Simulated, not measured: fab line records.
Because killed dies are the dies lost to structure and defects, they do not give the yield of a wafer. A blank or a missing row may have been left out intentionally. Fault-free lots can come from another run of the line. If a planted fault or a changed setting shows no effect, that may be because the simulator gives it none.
Matching of chambers + flow n5-finfet + N5_HKMG_FIN_ETCH_32 on rie-diel-01 has 4 sister chambers
The step etches SOC in N2/H2, target depth 240 nm, time 300 s. 8 wafers are shown with their chamber, then 9 later ones without.

## WAFERS PAIRED WITH THEIR CHAMBERS
| wafer  | chamber | showerhead-plenum-p-Torr (Torr) | drypump-motor-current-A (A) |
|--------|---------|---------------------------------|-----------------------------|
| L079.5 | 0       | 2.61                            | 5.9                         |
| L084.2 | 3       | 2.68                            | 6.2                         |
| L085.1 | 1       | 2.45                            | 6.1                         |
| L085.2 | 2       | 2.71                            | 5.6                         |
| L085.4 | 2       | 2.71                            | 5.6                         |
| L089.1 | 3       | 2.68                            | 6.2                         |
| L089.4 | 0       | 2.60                            | 5.9                         |
| L089.6 | 1       | 2.45                            | 6.0                         |

## WAFERS WITH NO CHAMBER GIVEN
| wafer  | showerhead-plenum-p-Torr (Torr) | drypump-motor-current-A (A) |
|--------|---------------------------------|-----------------------------|
| L090.1 | 2.45                            | 6.1                         |
| L090.2 | 2.60                            | 5.9                         |
| L090.5 | 2.60                            | 6.0                         |
| L096.1 | 2.67                            | 6.2                         |
| L096.3 | 2.44                            | 6.1                         |
| L096.5 | 2.60                            | 5.9                         |
| L097.3 | 2.60                            | 5.9                         |
| L097.4 | 2.44                            | 6.1                         |
| L097.6 | 2.69                            | 5.6                         |

## CHAMBER TAKEN BY EACH
| wafer  | from the rows above | in truth |
|--------|---------------------|----------|
| L090.1 | 1                   | 1        |
| L090.2 | 0                   | 0        |
| L090.5 | 0                   | 0        |
| L096.1 | 3                   | 3        |
| L096.3 | 1                   | 1        |
| L096.5 | 0                   | 0        |
| L097.3 | 0                   | 0        |
| L097.4 | 1                   | 1        |
| L097.6 | 2                   | 2        |
9 of 9 placed correctly. From these rows, 0 cannot be placed. Wrongly placed: 0.
How it was worked out, from the rows above alone: a wafer's distance from a chamber is the root of the sum, over the readings, of the square of ((its reading less the chamber's mean) divided by the reading's scatter). The wafer belongs to the nearest chamber; if the next one is less than 2 further off, it can't be placed. A chamber's mean is the mean of its shown wafers. How the scatter is found: for the shown wafers, subtract from each reading the mean of its chamber, square and add these, divide the total by (wafers less chambers), then take the root.
